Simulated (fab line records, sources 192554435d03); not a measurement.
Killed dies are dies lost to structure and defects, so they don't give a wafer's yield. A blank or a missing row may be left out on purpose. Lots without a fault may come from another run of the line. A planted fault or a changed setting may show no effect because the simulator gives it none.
Split-lot experiment | flow n5_finfet | 7 lots, 21 wafers read, on a route of 1938 steps

THE SPLIT
At N5_BEOL_M0_SAQP_PECVD_96 (deposits a-Si from SiH4/He, target thk 45 nm, time 45.2 s), the setting time_s was moved away from the recipe's 45.2 s on 5 of the 21 wafers read, by -12.2% to +4.6%. The other wafers ran this setting at the recipe's value.

FROM THE SPLIT TO THE READING: what the file shows between them, 4 steps
- N5_BEOL_M0_SAQP_PECVD_97: deposits SiNx from SiH4/NH3/N2, target thk 23 nm, time 19.9 s
- N5_BEOL_M0_SAQP_PECVD_04: deposits a-Si from SiH4/He, target thk 60 nm, time 60.2 s
- N5_BEOL_M0_SAQP_ETCH_101: etches SiNx in CH3F/O2, target depth 29.9 nm, time 42.7 s
- N5_BEOL_M0_SAQP_ETCH_102: etches SiO2 in CF4, target depth 4 nm, time 4.4 s

THE READING
oes_product_au, in a.u., at N5_BEOL_M0_SAQP_MANDREL_ETCH_103 (etches a-Si in HBr/Cl2, stops on SiCN, target depth 45 nm, bt time 10 s, time 27 s). Fault-free wafers of this fab line usually give 0.688 a.u., standard deviation 0.011 a.u..

wafer  | tool, chamber at the split | time_s as run, s | against the recipe | oes_product_au, a.u. | against lot-mates on the recipe
L076.4 | pecvd-02, 0                | 45.2             | recipe             | 0.680                | -
L076.5 | pecvd-02, 0                | 45.2             | recipe             | 0.694                | -
L076.6 | pecvd-02, 1                | 45.2             | recipe             | 0.681                | -
L077.1 | pecvd-02, 2                | 45.2             | recipe             | 0.700                | -
L077.2 | pecvd-02, 0                | 45.2             | recipe             | 0.691                | -
L077.6 | pecvd-02, 1                | 47.27            | +4.6%              | 0.710                | +0.014
L084.1 | pecvd-04, 1                | 45.2             | recipe             | 0.690                | -
L084.2 | pecvd-04, 2                | 45.2             | recipe             | 0.674                | -
L084.3 | pecvd-04, 0                | 45.2             | recipe             | 0.688                | -
L085.3 | pecvd-02, 1                | 45.2             | recipe             | 0.685                | -
L085.5 | pecvd-02, 0                | 45.2             | recipe             | 0.693                | -
L085.6 | pecvd-02, 1                | 45.2             | recipe             | 0.691                | -
L090.1 | pecvd-04, 2                | 39.69            | -12.2%             | 0.635                | -0.042
L090.2 | pecvd-04, 1                | 39.69            | -12.2%             | 0.630                | -0.047
L090.4 | pecvd-04, 1                | 45.2             | recipe             | 0.677                | -
L093.3 | pecvd-01, 0,1              | 45.2             | recipe             | 0.711                | -
L093.5 | pecvd-01, 0,1              | 45.2             | recipe             | 0.699                | -
L093.6 | pecvd-01, 0                | 45.2             | recipe             | 0.679                | -
L097.1 | pecvd-02, 1                | 45.2             | recipe             | 0.689                | -
L097.2 | pecvd-02, 2                | 39.81            | -11.9%             | 0.631                | -0.058
L097.5 | pecvd-02, 2                | 39.81            | -11.9%             | 0.629                | -0.060
Where a row lists several chambers, the file gives one row for several wafers and doesn't say which wafer went through which chamber.

THE FIT
A straight line over all 21 wafers: oes_product_au changes by +0.00477 a.u. for each +1% of time_s; r = +0.94; the points scatter about the line by 0.0086 a.u..
The same after taking each lot's own level away (the mean of its wafers on the recipe; 21 wafers): +0.00422 a.u. for each +1%; r = +0.94; scatter 0.0078 a.u..
On that fit, the largest move of time_s shifts the reading by 0.051 a.u..
The lots' own levels span 0.6770 to 0.6963 a.u., that is 1.8 times the standard deviation above.
So the lot-to-lot level changes the slope: the two fits differ.
Check: with one of the wafers moved furthest among these (-12.2%) left out of the fit, the line predicts -0.055 a.u. for it against its lot-mates. It came out at -0.042 a.u. against them.

OTHER SPLITS ON THESE WAFERS
These wafers also went through other splits before the reading. Each is held against what the fit with the lots' levels taken away leaves over:
other split on the same wafers          | wafers away from the commonest value | r with oes_product_au (lot level and that fit taken away)
N5_MOL_CONTACT_COAG_ETCH_105 bias_w     | 8                                    | +0.06
N5_MOL_CONTACT_COAG_VIA_ETCH_117 bias_w | 5                                    | -0.02
N5_BEOL_M0_SAQP_HM_DEP_02 target_thk_a  | 6                                    | +0.18

THE WHOLE CHAIN: every reading that the file lists as answering this split, in the file's order
step                                | what it does                                                                       | reading                                                                               | change (the file's fit)                   | r (the file's)
N5_BEOL_M0_SAQP_PECVD_96            | deposits a-Si from SiH4/He, target thk 45 nm, time 45.2 s                          | a-Si_of_BEOL_M0_SAQP_PECVD_96.thk_nm (the simulator's own value, which no gauge read) | +0.457 nm for each +1% of the setting     | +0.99
N5_BEOL_M0_SAQP_MANDREL_ETCH_103    | etches a-Si in HBr/Cl2, stops on SiCN, target depth 45 nm, bt time 10 s, time 27 s | oes_product_au                                                                        | +0.00421 a.u. for each +1% of the setting | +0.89
N5_BEOL_M0_SAQP_MANDREL_ETCH_103    | etches a-Si in HBr/Cl2, stops on SiCN, target depth 45 nm, bt time 10 s, time 27 s | etch.depth_nm (the simulator's own value, which no gauge read)                        | +0.453 nm for each +1% of the setting     | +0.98
N5_BEOL_M0_SAQP_SPACER2_ETCHBACK_27 | etches SiO2 in CHF3/O2, target depth 22.5 nm, time 11.25 s                         | a-Si_of_BEOL_M0_SAQP_PECVD_96.thk_nm (the simulator's own value, which no gauge read) | +0.453 nm for each +1% of the setting     | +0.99

THE FILE'S OWN FIT
oes_product_au changes by +0.00421 a.u. for each +1% of time_s, r = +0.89.
